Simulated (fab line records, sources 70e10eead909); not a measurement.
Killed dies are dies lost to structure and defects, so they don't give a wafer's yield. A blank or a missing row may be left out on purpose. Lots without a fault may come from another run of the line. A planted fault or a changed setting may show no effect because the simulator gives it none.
Which tool did it? | flow nand_harc | 24 lots, 72 wafers sampled, at 6 steps of a route of 1159

WHAT THE GAUGES READ, wafer by wafer
NHARC_A_CONTACT_CD_MEAS_69: target cd 200 nm. Usual: cd_nm 199.8 nm, standard deviation 0.62.
lot  | measured     | on        | cd_nm (nm)        | flag
L076 | day 16 13:37 | cd_sem-03 | 200.7 200.2 200.1 |
L074 | day 16 19:32 | cd_sem-02 | 200.3 199.9 200.3 |
L075 | day 16 21:03 | cd_sem-01 | 200.3 200.5 200.3 |
L077 | day 17 00:00 | cd_sem-02 | 200.5 199.4 199.1 |
L078 | day 17 02:58 | cd_sem-01 | 201.4 201.0 200.9 |
L080 | day 18 01:55 | cd_sem-01 | 200.5 200.1 200.7 |
L079 | day 18 02:04 | cd_sem-01 | 200.4 199.8 199.5 |
L081 | day 18 04:31 | cd_sem-01 | 198.8 199.1 199.6 |
L082 | day 18 16:56 | cd_sem-03 | 199.3 200.3 199.3 |
L083 | day 18 17:28 | cd_sem-01 | 200.0 199.6 199.9 |
L084 | day 19 03:31 | cd_sem-03 | 199.1 200.1 200.1 |
L087 | day 19 09:04 | cd_sem-01 | 200.0 200.4 200.5 |
L088 | day 19 13:38 | cd_sem-03 | 198.5 199.9 198.5 |
L086 | day 19 22:16 | cd_sem-03 | 199.9 200.4 200.2 |
L089 | day 20 00:29 | cd_sem-03 | 198.0 200.3 199.4 |
L085 | day 20 01:37 | cd_sem-03 | 201.1 200.1 200.1 |
L092 | day 20 14:28 | cd_sem-03 | 199.8 200.1 200.2 |
L091 | day 20 18:35 | cd_sem-01 | 199.5 198.8 199.0 |
L090 | day 20 20:22 | cd_sem-03 | 199.0 199.8 199.7 |
L093 | day 21 06:46 | cd_sem-03 | 199.1 200.1 199.0 |
L095 | day 22 01:57 | cd_sem-03 | 200.3 199.8 200.0 |
L097 | day 22 04:03 | cd_sem-03 | 199.6 199.6 199.5 |
L096 | day 22 06:13 | cd_sem-03 | 200.3 200.2 200.2 |
L094 | day 22 08:08 | cd_sem-01 | 199.9 199.8 199.2 |

NHARC_A_BLC_OVL_MEAS_11. Usual: overlay_x_nm -0.2 nm, standard deviation 0.95; overlay_y_nm 0.3 nm, standard deviation 0.81.
lot  | measured     | on         | overlay_x_nm (nm) | overlay_y_nm (nm) | flag
L076 | day 17 13:49 | overlay-01 | 0.5 0.6 0.5       | -0.3 0.1 0.2      |
L074 | day 17 15:38 | overlay-01 | -0.2 -0.4 0.1     | 0.3 0.6 1.0       |
L075 | day 17 16:29 | overlay-01 | -2.4 -1.6 -2.1    | -0.1 -0.1 0.5     |
L077 | day 17 18:48 | overlay-02 | -1.9 -1.5 -1.4    | -0.9 -0.1 0.1     |
L078 | day 17 19:33 | overlay-02 | 0.9 0.9 1.0       | 0.7 0.8 0.6       |
L080 | day 18 14:27 | overlay-01 | -0.6 -0.3 -0.6    | -0.3 -0.2 -0.4    |
L079 | day 18 15:46 | overlay-02 | 0.2 0.2 0.4       | 0.0 0.2 0.3       |
L081 | day 18 16:59 | overlay-02 | 0.6 0.9 0.5       | 0.1 -0.1 -0.2     |
L082 | day 19 14:00 | overlay-01 | -1.3 -0.8 -0.8    | 0.2 0.2 -0.2      |
L083 | day 19 14:44 | overlay-01 | 1.0 0.3 -0.4      | 2.7 2.6 2.6       |
L084 | day 19 16:32 | overlay-02 | 1.3 1.6 1.2       | -0.6 0.2 0.0      |
L087 | day 19 21:23 | overlay-01 | 0.4 0.2 0.4       | 0.5 0.4 0.2       |
L088 | day 20 08:38 | overlay-01 | -1.7 -1.6 -1.0    | 1.6 1.4 2.0       |
L086 | day 20 19:18 | overlay-02 | -0.3 -0.4 -0.4    | -1.1 -1.0 -0.9    |
L089 | day 20 19:56 | overlay-02 | -0.3 -0.2 -0.4    | -1.4 -1.6 -1.5    |
L085 | day 20 20:40 | overlay-02 | -0.6 -0.4 -0.9    | 0.2 -0.4 0.0      |
L092 | day 21 03:32 | overlay-01 | -0.7 -0.6 -0.5    | 0.2 0.7 0.4       |
L091 | day 21 15:14 | overlay-01 | -0.2 -1.1 -0.2    | 0.1 0.1 0.6       |
L090 | day 21 20:19 | overlay-02 | 0.5 1.0 -0.1      | -0.2 -0.5 0.4     |
L093 | day 21 23:44 | overlay-02 | 0.6 0.9 0.3       | 1.0 0.4 0.9       |
L095 | day 22 16:31 | overlay-02 | -0.2 0.2 -0.6     | 0.9 0.7 0.9       |
L097 | day 22 16:22 | overlay-01 | -1.6 -1.4 -1.2    | 1.0 0.3 0.6       |
L096 | day 22 23:53 | overlay-02 | 1.6 1.5 1.3       | 0.3 0.0 -0.3      |
L094 | day 23 05:08 | overlay-01 | -0.3 -0.5 -0.3    | 1.0 1.0 1.1       |

WHICH TOOL RAN EACH LOT (tool, then ch and the chambers of the sampled wafers, then the start)
lot  | NHARC_A_CONTACT_ETCH_49                       | NHARC_A_CONTACT_ETCH_116             | NHARC_A_CONTACT_DEP_58          | NHARC_A_CONTACT_ETCH_135
L076 | rie_diel-05 ch 0,2,3, day 16 06:48 or earlier | har_cap_etch-03 ch 0,1, day 16 06:48 | pecvd-01 ch 1,2, day 16 12:55   | har_cap_etch-03 ch 0,1, day 17 00:25
L074 | rie_diel-05 ch 0,1,2, day 16 12:01 or earlier | har_cap_etch-03 ch 0,1, day 16 12:01 | pecvd-02 ch 1,2, day 16 18:49   | har_cap_etch-02 ch 0,1, day 17 03:34
L075 | rie_diel-05 ch 0,2,3, day 16 12:44 or earlier | har_cap_etch-01 ch 0,1, day 16 12:44 | pecvd-02 ch 0,1, day 16 20:19   | har_cap_etch-01 ch 0,1, day 17 05:52
L077 | rie_diel-02 ch 0,2,3, day 16 17:29 or earlier | har_cap_etch-02 ch 0,1, day 16 17:29 | pecvd-02 ch 1,2, day 16 23:19   | har_cap_etch-02 ch 0,1, day 17 07:58
L078 | rie_diel-05 ch 1,2, day 16 21:37 or earlier   | har_cap_etch-02 ch 0,1, day 16 21:37 | pecvd-01 ch 0,2, day 17 02:14   | har_cap_etch-01 ch 0,1, day 17 10:58
L080 | rie_diel-05 ch 0,3, day 17 18:11 or earlier   | har_cap_etch-03 ch 0,1, day 17 18:11 | pecvd-02 ch 0,1,2, day 18 01:14 | har_cap_etch-01 ch 0, day 18 10:23
L079 | rie_diel-05 ch 0,1,3, day 17 20:44 or earlier | har_cap_etch-02 ch 0,1, day 17 20:44 | pecvd-03 ch 1,2, day 18 01:16   | har_cap_etch-03 ch 0,1, day 18 11:14
L081 | rie_diel-05 ch 0,1,2, day 17 23:46 or earlier | har_cap_etch-01 ch 0,1, day 17 23:46 | pecvd-02 ch 0,1,2, day 18 03:57 | har_cap_etch-01 ch 0,1, day 18 12:56
L082 | rie_diel-05 ch 0,1,3, day 18 09:47 or earlier | har_cap_etch-03 ch 0,1, day 18 09:47 | pecvd-03 ch 0,1,2, day 18 16:15 | har_cap_etch-02 ch 0,1, day 19 01:11
L083 | rie_diel-13 ch 1,2,3, day 18 10:46 or earlier | har_cap_etch-02 ch 0,1, day 18 10:46 | pecvd-02 ch 0,2, day 18 16:52   | har_cap_etch-03 ch 0,1, day 19 02:38
L084 | rie_diel-05 ch 1,2,3, day 18 21:58 or earlier | har_cap_etch-01 ch 0,1, day 18 21:58 | pecvd-02 ch 1,2, day 19 02:48   | har_cap_etch-02 ch 0,1, day 19 11:42
L087 | rie_diel-05 ch 0,1,2, day 19 04:07 or earlier | har_cap_etch-01 ch 0,1, day 19 04:07 | pecvd-02 ch 0,1,2, day 19 08:20 | har_cap_etch-02 ch 0,1, day 19 17:06
L088 | rie_diel-13 ch 1,2,3, day 19 07:19 or earlier | har_cap_etch-03 ch 0,1, day 19 07:19 | pecvd-02 ch 0,1, day 19 13:04   | har_cap_etch-02 ch 0,1, day 19 22:21
L086 | rie_diel-13 ch 1,2, day 19 16:25 or earlier   | har_cap_etch-01 ch 0,1, day 19 16:25 | pecvd-02 ch 0,2, day 19 21:34   | har_cap_etch-03 ch 1, day 20 07:22
L089 | rie_diel-02 ch 0,1, day 19 19:18 or earlier   | har_cap_etch-03 ch 0,1, day 19 19:18 | pecvd-02 ch 0,1,2, day 19 23:58 | har_cap_etch-02 ch 0,1, day 20 08:22
L085 | rie_diel-02 ch 0,1,2, day 19 20:43 or earlier | har_cap_etch-01 ch 0,1, day 19 20:43 | pecvd-01 ch 0,2, day 20 00:53   | har_cap_etch-03 ch 0,1, day 20 09:27
L092 | rie_diel-05 ch 2,3, day 20 08:26 or earlier   | har_cap_etch-01 ch 0,1, day 20 08:26 | pecvd-01 ch 0,1,2, day 20 13:52 | har_cap_etch-03 ch 0, day 20 23:32
L091 | rie_diel-13 ch 2,3, day 20 12:58 or earlier   | har_cap_etch-02 ch 0,1, day 20 12:58 | pecvd-02 ch 0,2, day 20 17:53   | har_cap_etch-01 ch 0,1, day 21 04:22
L090 | rie_diel-13 ch 0,1,2, day 20 13:26 or earlier | har_cap_etch-01 ch 0,1, day 20 13:26 | pecvd-02 ch 1,2, day 20 19:40   | har_cap_etch-03 ch 0,1, day 21 05:32
L093 | rie_diel-13 ch 2,3, day 21 01:49 or earlier   | har_cap_etch-02 ch 0,1, day 21 01:49 | pecvd-02 ch 0,1,2, day 21 06:04 | har_cap_etch-01 ch 0, day 21 15:05
L095 | rie_diel-05 ch 0,2,3, day 21 19:58 or earlier | har_cap_etch-03 ch 1, day 21 19:58   | pecvd-03 ch 1,2, day 22 01:22   | har_cap_etch-02 ch 0,1, day 22 12:18
L097 | rie_diel-05 ch 0,1, day 21 23:08 or earlier   | har_cap_etch-02 ch 0,1, day 21 23:08 | pecvd-02 ch 0,1,2, day 22 03:20 | har_cap_etch-03 ch 0,1, day 22 12:10
L096 | rie_diel-05 ch 0,1,3, day 22 01:17 or earlier | har_cap_etch-01 ch 0,1, day 22 01:17 | pecvd-03 ch 0,1,2, day 22 05:29 | har_cap_etch-03 ch 0,1, day 22 17:20
L094 | rie_diel-05 ch 0,1,3, day 22 03:22 or earlier | har_cap_etch-03 ch 0,1, day 22 03:22 | pecvd-02 ch 0,2, day 22 07:34   | har_cap_etch-03 ch 0,1, day 22 20:34
- NHARC_A_CONTACT_ETCH_49: etches the open film in N2/H2, target depth 260 nm, time 475.3 s.
- NHARC_A_CONTACT_ETCH_116: etches the open film in C4F8/O2/Ar, time 94 s, target depth 922 nm.
- NHARC_A_CONTACT_DEP_58: deposits SiON, target thk 60 nm.
- NHARC_A_CONTACT_ETCH_135: etches the open film in C4F8/O2/Ar, time 132 s, target depth 1287 nm.

WHAT THE TOOLS THEMSELVES READ (means of the sampled wafers that have a number; where no wafer has one, the mark that the record gives instead)
NHARC_A_CONTACT_ETCH_49. Usual: drypump_motor_current_A 5.8 A, standard deviation 0.44; oes_product_au 0.997 a.u., standard deviation 0.01; rf_vpp_V 428.7 V, standard deviation 2.7; showerhead_plenum_p_Torr 1.98 Torr, standard deviation 0.087; throttle_valve_pct 14.171 %, standard deviation 0.0087.
lot  | tool        | drypump_motor_current_A (A) | oes_product_au (a.u.) | rf_vpp_V (V) | showerhead_plenum_p_Torr (Torr) | throttle_valve_pct (%) | flag
L076 | rie_diel-05 | 6.1                         | 0.993                 | 428.0        | 1.99                            | 14.172                 |
L074 | rie_diel-05 | 5.9                         | 1.001                 | 426.4        | 1.91                            | 14.166                 |
L075 | rie_diel-05 | 6.1                         | 0.997                 | 429.0        | 1.99                            | 14.172                 |
L077 | rie_diel-02 | 5.9                         | 1.009                 | 430.0        | 2.03                            | 14.173                 |
L078 | rie_diel-05 | 5.7                         | 0.995                 | 426.6        | 1.92                            | 14.169                 |
L080 | rie_diel-05 | 5.8                         | 0.987                 | 428.6        | 1.97                            | 14.178                 |
L079 | rie_diel-05 | 5.6                         | 0.995                 | 428.6        | 1.98                            | 14.178                 |
L081 | rie_diel-05 | 5.9                         | 0.995                 | 427.3        | 1.91                            | 14.173                 |
L082 | rie_diel-05 | 5.6                         | 0.986                 | 429.3        | 1.98                            | 14.175                 |
L083 | rie_diel-13 | 5.7                         | 1.000                 | 430.7        | 2.01                            | 14.171                 |
L084 | rie_diel-05 | 5.8                         | 0.995                 | 429.1        | 1.99                            | 14.168                 |
L087 | rie_diel-05 | 5.9                         | 0.992                 | 427.1        | 1.91                            | 14.163                 |
L088 | rie_diel-13 | 5.7                         | 1.002                 | 429.9        | 2.01                            | 14.171                 |
L086 | rie_diel-13 | 5.6                         | 0.997                 | 428.2        | 1.97                            | 14.181                 |
L089 | rie_diel-02 | 6.1                         | 0.992                 | 428.6        | 1.97                            | 14.168                 |
L085 | rie_diel-02 | 5.9                         | 0.998                 | 428.8        | 2.01                            | 14.183                 |
L092 | rie_diel-05 | 6.0                         | 0.983                 | 431.2        | 2.06                            | 14.163                 |
L091 | rie_diel-13 | 5.7                         | 1.000                 | 428.4        | 1.98                            | 14.170                 |
L090 | rie_diel-13 | 5.5                         | 1.005                 | 428.5        | 1.96                            | 14.171                 |
L093 | rie_diel-13 | 5.7                         | 0.998                 | 428.7        | 1.97                            | 14.168                 |
L095 | rie_diel-05 | 6.1                         | 0.993                 | 428.6        | 1.98                            | 14.176                 |
L097 | rie_diel-05 | 5.6                         | 1.009                 | 425.8        | 1.89                            | 14.177                 |
L096 | rie_diel-05 | 5.6                         | 0.996                 | 428.1        | 1.97                            | 14.172                 |
L094 | rie_diel-05 | 5.6                         | 0.993                 | 428.9        | 1.97                            | 14.167                 |

NHARC_A_CONTACT_DEP_58. Usual: heater_power_w 728 W, standard deviation 84.
lot  | tool     | heater_power_w (W) | flag
L076 | pecvd-01 | 751                |
L074 | pecvd-02 | 695                |
L075 | pecvd-02 | 673                |
L077 | pecvd-02 | 767                |
L078 | pecvd-01 | 774                |
L080 | pecvd-02 | 738                |
L079 | pecvd-03 | 729                |
L081 | pecvd-02 | 748                |
L082 | pecvd-03 | 741                |
L083 | pecvd-02 | 716                |
L084 | pecvd-02 | 663                |
L087 | pecvd-02 | 720                |
L088 | pecvd-02 | 692                |
L086 | pecvd-02 | 731                |
L089 | pecvd-02 | 757                |
L085 | pecvd-01 | 744                |
L092 | pecvd-01 | 751                |
L091 | pecvd-02 | 651                |
L090 | pecvd-02 | 743                |
L093 | pecvd-02 | 685                |
L095 | pecvd-03 | 697                |
L097 | pecvd-02 | 689                |
L096 | pecvd-03 | 780                |
L094 | pecvd-02 | 778                |

THE ANSWER, worked out from the rows above alone
Rule: a lot is off if the mean of its wafers that have a number lies more than 3 standard deviations from the usual mean. A lot without any number at a reading at which 4 lots or more have one is off too. The other lots that the step has rows for count as sound. The gauges are gone through in route order, then the tools' own readings, and for those a lot's mean is taken as printed above. The first step at which some lot is off is used, and at that step the reading that is off furthest; a lot without a number counts as furthest.
No lot is off at any reading shown: from this, nothing can be told.

WHAT THE SIMULATOR HAD PUT IN
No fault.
